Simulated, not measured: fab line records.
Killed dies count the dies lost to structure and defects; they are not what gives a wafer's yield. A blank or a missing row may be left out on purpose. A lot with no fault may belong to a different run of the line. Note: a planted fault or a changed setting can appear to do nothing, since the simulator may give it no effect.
Chamber matching ; flow n5 finfet ; N5_BEOL_M0_SAQP_PECVD_00 on pecvd-02: 3 sister chambers
The step deposits SiCN from 3MS/NH3, target thk 8 nm, time 14 s. 14 wafers are shown with their chamber, then 7 later ones without.

WAFERS, EACH WITH ITS CHAMBER
wafer;chamber;showerhead vpp V (V);throttle valve pct (%);showerhead plenum p Torr (Torr)
L075.1;2;829;8.3;3.668
L075.2;0;866;9.8;3.681
L075.5;0;862;9.6;3.677
L077.1;0;868;9.3;3.666
L077.5;1;938;9.1;3.667
L077.6;2;813;8.6;3.674
L084.2;0;869;9.4;3.668
L084.4;2;812;8.4;3.671
L084.6;1;908;9.0;3.673
L090.3;0;856;9.5;3.678
L090.4;1;921;9.2;3.661
L090.6;0;867;9.3;3.676
L091.2;2;823;8.8;3.661
L091.4;0;859;9.5;3.677

SIGNATURES, as means of the wafers listed above
reading;chamber 0;chamber 1;chamber 2;scatter within a chamber
showerhead vpp V;863.86;922.33;819.25;8.53
throttle valve pct;9.486;9.100;8.525;0.18
showerhead plenum p Torr;3.67471;3.66700;3.66850;0.00563
Rule: for each reading, subtract the chamber's mean from the wafer's reading, divide by that reading's scatter and square the result; add these up over the readings and take the root, which gives the wafer's distance from the chamber. The wafer belongs to the nearest chamber; if the next one is less than 2 further off, it can't be placed. The scatter: take each reading less its chamber's mean, square it, sum over the shown wafers, divide by the number of wafers less the number of chambers, and take the root.

WAFERS WITH NO CHAMBER GIVEN
wafer;showerhead vpp V (V);throttle valve pct (%);showerhead plenum p Torr (Torr)
L091.6;929;9.1;3.668
L095.2;919;8.9;3.672
L095.3;860;9.8;3.687
L095.4;867;9.5;3.681
L096.1;917;9.1;3.661
L096.3;861;9.8;3.677
L096.5;864;9.7;3.670

WHICH CHAMBER EACH WENT THROUGH
wafer;from the rows above;in truth
L091.6;1;1
L095.2;1;1
L095.3;0;0
L095.4;0;0
L096.1;1;1
L096.3;0;0
L096.5;0;0
Correctly placed: 7 of 7. Can't be placed from these rows: 0. Placed wrongly: 0.
